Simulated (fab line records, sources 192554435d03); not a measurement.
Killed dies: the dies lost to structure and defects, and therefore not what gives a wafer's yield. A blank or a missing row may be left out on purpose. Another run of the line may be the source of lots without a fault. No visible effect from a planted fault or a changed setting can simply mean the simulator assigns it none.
Chamber matching / flow n5_finfet / 3 sister chambers for N5_BEOL_M0_SAQP_HM_DEP_111 on pecvd-02
The step deposits SiO2 from SiH4/N2O, target thk 12 nm, time 7.2 s. 6 wafers are shown with their chamber, then 9 later ones without.

## WAFERS, EACH WITH ITS CHAMBER
wafer=L081.2; chamber=2; showerhead_plenum_p_Torr (Torr)=8.13; heater_power_w (W)=812
wafer=L081.6; chamber=2; showerhead_plenum_p_Torr (Torr)=8.15; heater_power_w (W)=830
wafer=L082.4; chamber=1; showerhead_plenum_p_Torr (Torr)=8.32; heater_power_w (W)=724
wafer=L085.3; chamber=0; showerhead_plenum_p_Torr (Torr)=8.30; heater_power_w (W)=856
wafer=L085.4; chamber=0; showerhead_plenum_p_Torr (Torr)=8.33; heater_power_w (W)=853
wafer=L085.6; chamber=1; showerhead_plenum_p_Torr (Torr)=8.30; heater_power_w (W)=707

## WAFERS MISSING THEIR CHAMBER
wafer=L088.1; showerhead_plenum_p_Torr (Torr)=8.14; heater_power_w (W)=721
wafer=L088.2; showerhead_plenum_p_Torr (Torr)=8.29; heater_power_w (W)=691
wafer=L088.4; showerhead_plenum_p_Torr (Torr)=8.34; heater_power_w (W)=889
wafer=L092.4; showerhead_plenum_p_Torr (Torr)=8.32; heater_power_w (W)=759
wafer=L092.5; showerhead_plenum_p_Torr (Torr)=8.31; heater_power_w (W)=820
wafer=L092.6; showerhead_plenum_p_Torr (Torr)=8.11; heater_power_w (W)=806
wafer=L094.1; showerhead_plenum_p_Torr (Torr)=8.16; heater_power_w (W)=819
wafer=L094.4; showerhead_plenum_p_Torr (Torr)=8.33; heater_power_w (W)=856
wafer=L094.5; showerhead_plenum_p_Torr (Torr)=8.12; heater_power_w (W)=797

## THE CHAMBER EACH PASSED THROUGH
wafer=L088.1; from the rows above=can't be placed: 2 or 1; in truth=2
wafer=L088.2; from the rows above=1; in truth=1
wafer=L088.4; from the rows above=0; in truth=0
wafer=L092.4; from the rows above=1; in truth=1
wafer=L092.5; from the rows above=0; in truth=0
wafer=L092.6; from the rows above=2; in truth=2
wafer=L094.1; from the rows above=2; in truth=2
wafer=L094.4; from the rows above=0; in truth=0
wafer=L094.5; from the rows above=2; in truth=2
8 of 9 placed correctly. From these rows, 1 cannot be placed; in 1 the true chamber is one of the candidates. Placed wrongly: 0.
How it was worked out, from the rows above alone: a wafer's distance from a chamber is the root of the sum, over the readings, of the square of ((its reading less the chamber's mean) divided by the reading's scatter). If the next closest chamber is less than 2 further off than the closest, the wafer can't be placed; otherwise it belongs to the closest. Each chamber's mean is taken over the wafers shown for it. The scatter is the square root of a quotient: the sum, over the shown wafers, of each reading's squared deviation from its chamber's mean, divided by wafers minus chambers.
